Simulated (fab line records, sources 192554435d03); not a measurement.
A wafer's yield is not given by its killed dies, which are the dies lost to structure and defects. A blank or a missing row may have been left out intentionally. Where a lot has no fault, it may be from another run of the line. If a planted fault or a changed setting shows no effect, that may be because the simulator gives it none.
Chamber matching :: flow n5-finfet :: 4 sister chambers for N5_BEOL_M5_ETCH_61 on rie-diel-01
The step etches SiARC in CF4, target depth 15.6 nm, time 26 s. 4 wafers are shown with their chamber, then 9 later ones without.

WAFERS WITH THEIR CHAMBER
wafer: L084.4
chamber: 2
showerhead-plenum-p-Torr (Torr): 2.14

wafer: L088.2
chamber: 1
showerhead-plenum-p-Torr (Torr): 2.20

wafer: L088.3
chamber: 0
showerhead-plenum-p-Torr (Torr): 2.22

wafer: L088.5
chamber: 3
showerhead-plenum-p-Torr (Torr): 2.10

WAFERS WITHOUT THEIR CHAMBER
wafer: L095.2
showerhead-plenum-p-Torr (Torr): 2.22

wafer: L095.5
showerhead-plenum-p-Torr (Torr): 2.13

wafer: L095.6
showerhead-plenum-p-Torr (Torr): 2.10

wafer: L094.3
showerhead-plenum-p-Torr (Torr): 2.10

wafer: L094.4
showerhead-plenum-p-Torr (Torr): 2.13

wafer: L094.5
showerhead-plenum-p-Torr (Torr): 2.22

wafer: L096.1
showerhead-plenum-p-Torr (Torr): 2.22

wafer: L096.4
showerhead-plenum-p-Torr (Torr): 2.10

wafer: L096.5
showerhead-plenum-p-Torr (Torr): 2.10

THE CHAMBER EACH PASSED THROUGH
wafer: L095.2
from the rows above: 0
in truth: 0

wafer: L095.5
from the rows above: 2
in truth: 2

wafer: L095.6
from the rows above: 3
in truth: 3

wafer: L094.3
from the rows above: 3
in truth: 3

wafer: L094.4
from the rows above: 2
in truth: 2

wafer: L094.5
from the rows above: 0
in truth: 0

wafer: L096.1
from the rows above: 0
in truth: 0

wafer: L096.4
from the rows above: 3
in truth: 3

wafer: L096.5
from the rows above: 3
in truth: 3
Correct placement for 9 of the 9. Left unplaced by these rows: 0. Number placed wrongly: 0.
How it was worked out, from the rows above alone: a wafer's distance from a chamber is the root of the sum, over the readings, of the square of ((its reading less the chamber's mean) divided by the reading's scatter). If the next closest chamber is less than 2 further off than the closest, the wafer can't be placed; otherwise it belongs to the closest. For every chamber, the mean is computed from those of its wafers that are shown. The scatter (one wafer shown for each chamber): square how far every hidden wafer sits from the nearest shown wafer, average those squares and take the square root.
